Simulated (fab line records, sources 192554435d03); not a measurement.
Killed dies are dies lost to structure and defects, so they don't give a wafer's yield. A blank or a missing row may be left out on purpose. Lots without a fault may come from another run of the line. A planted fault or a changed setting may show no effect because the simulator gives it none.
Split-lot experiment | flow n5_finfet | 7 lots, 21 wafers read, on a route of 1938 steps

THE SPLIT
At N5_BEOL_M8_ILD_DEP_00 (deposits SiCOH lowk from DEMS/porogen, target thk 179.75 nm, time 33.4 s), the setting time_s was moved away from the recipe's 33.4 s on 7 of the 21 wafers read, by -4.6% to +7.5%. The other wafers ran this setting at the recipe's value.

FROM THE SPLIT TO THE READING: what the file shows between them, 1 step
- N5_BEOL_M8_CURE_74: cures SiCOH lowk, time 240 s

THE READING
M8_ILD_THK, in nm, at N5_BEOL_M8_THK_MEAS_01. Fault-free wafers of this fab line usually give 155.5 nm, standard deviation 2 nm.

wafer  | tool, chamber at the split | time_s as run, s | against the recipe | M8_ILD_THK, nm | against lot-mates on the recipe
L079.1 | pecvd-02, 0                | 35.46            | +6.2%              | 162.4          | +9.9
L079.2 | pecvd-02, 1                | 35.46            | +6.2%              | 162.4          | +9.9
L079.3 | pecvd-02, 2                | 33.4             | recipe             | 152.5          | -
L080.3 | pecvd-02, 1                | 35.23            | +5.5%              | 164.5          | +11.0
L080.4 | pecvd-02, 2                | 35.23            | +5.5%              | 161.2          | +7.7
L080.6 | pecvd-02, 1                | 33.4             | recipe             | 153.5          | -
L081.1 | pecvd-01, 0                | 33.4             | recipe             | 154.5          | -
L081.4 | pecvd-01, 2                | 33.4             | recipe             | 157.9          | -
L081.6 | pecvd-01, 1                | 31.87            | -4.6%              | 150.7          | -5.5
L082.2 | pecvd-01, 2                | 33.4             | recipe             | 153.0          | -
L082.3 | pecvd-01, 1                | 33.4             | recipe             | 152.3          | -
L082.4 | pecvd-01, 0                | 33.4             | recipe             | 155.7          | -
L088.3 | pecvd-04, 1                | 34.68            | +3.8%              | 161.0          | +2.7
L088.4 | pecvd-04, 0,1              | 33.4             | recipe             | 158.3          | -
L088.6 | pecvd-04, 0,1              | 33.4             | recipe             | 158.3          | -
L097.4 | pecvd-02, 0                | 35.92            | +7.5%              | 167.6          | +11.6
L097.5 | pecvd-02, 2                | 33.4             | recipe             | 154.6          | -
L097.6 | pecvd-02, 1                | 33.4             | recipe             | 157.4          | -
L096.1 | pecvd-01, 1                | 33.4             | recipe             | 154.8          | -
L096.5 | pecvd-01, 1                | 33.4             | recipe             | 154.7          | -
L096.6 | pecvd-01, 0                | 33.4             | recipe             | 157.5          | -
Where a row lists several chambers, the file gives one row for several wafers and doesn't say which wafer went through which chamber.

THE FIT
A straight line over all 21 wafers: M8_ILD_THK changes by +1.31 nm for each +1% of time_s; r = +0.90; the points scatter about the line by 2 nm.
The same after taking each lot's own level away (the mean of its wafers on the recipe; 21 wafers): +1.51 nm for each +1%; r = +0.95; scatter 1.5 nm.
On that fit, the largest move of time_s shifts the reading by 11 nm.
The lots' own levels span 152.50 to 158.30 nm, that is 2.9 times the standard deviation above.
So the lot-to-lot level changes the slope: the two fits differ.
Check: with one of the wafers moved furthest among these (+7.5%) left out of the fit, the line predicts +11.4 nm for it against its lot-mates. It came out at +11.6 nm against them.

OTHER SPLITS ON THESE WAFERS
These wafers also went through other splits before the reading. Each is held against what the fit with the lots' levels taken away leaves over:
other split on the same wafers   | wafers away from the commonest value | r with M8_ILD_THK (lot level and that fit taken away)
N5_BEOL_M6_EXPOSE_08 dose_mj     | 11                                   | +0.18
N5_BEOL_M7_TRENCH_ETCH_37 time_s | 4                                    | -0.21
N5_BEOL_M7_ETCH_41 bias_w        | 6                                    | +0.17

THE WHOLE CHAIN: every reading that the file lists as answering this split, in the file's order
step                   | what it does                                                             | reading                                                                                  | change (the file's fit)              | r (the file's)
N5_BEOL_M8_ILD_DEP_00  | deposits SiCOH lowk from DEMS/porogen, target thk 179.75 nm, time 33.4 s | SiCOH_lowk_of_BEOL_M8_ILD_DEP_00.thk_nm (the simulator's own value, which no gauge read) | +1.67 nm for each +1% of the setting | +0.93
N5_BEOL_M8_CURE_74     | cures SiCOH lowk, time 240 s                                             | SiCOH_lowk_of_BEOL_M8_ILD_DEP_00.thk_nm (the simulator's own value, which no gauge read) | +1.46 nm for each +1% of the setting | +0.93
N5_BEOL_M8_THK_MEAS_01 |                                                                          | M8_ILD_THK                                                                               | +1.46 for each +1% of the setting    | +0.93

THE FILE'S OWN FIT
M8_ILD_THK changes by +1.46 nm for each +1% of time_s, r = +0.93.
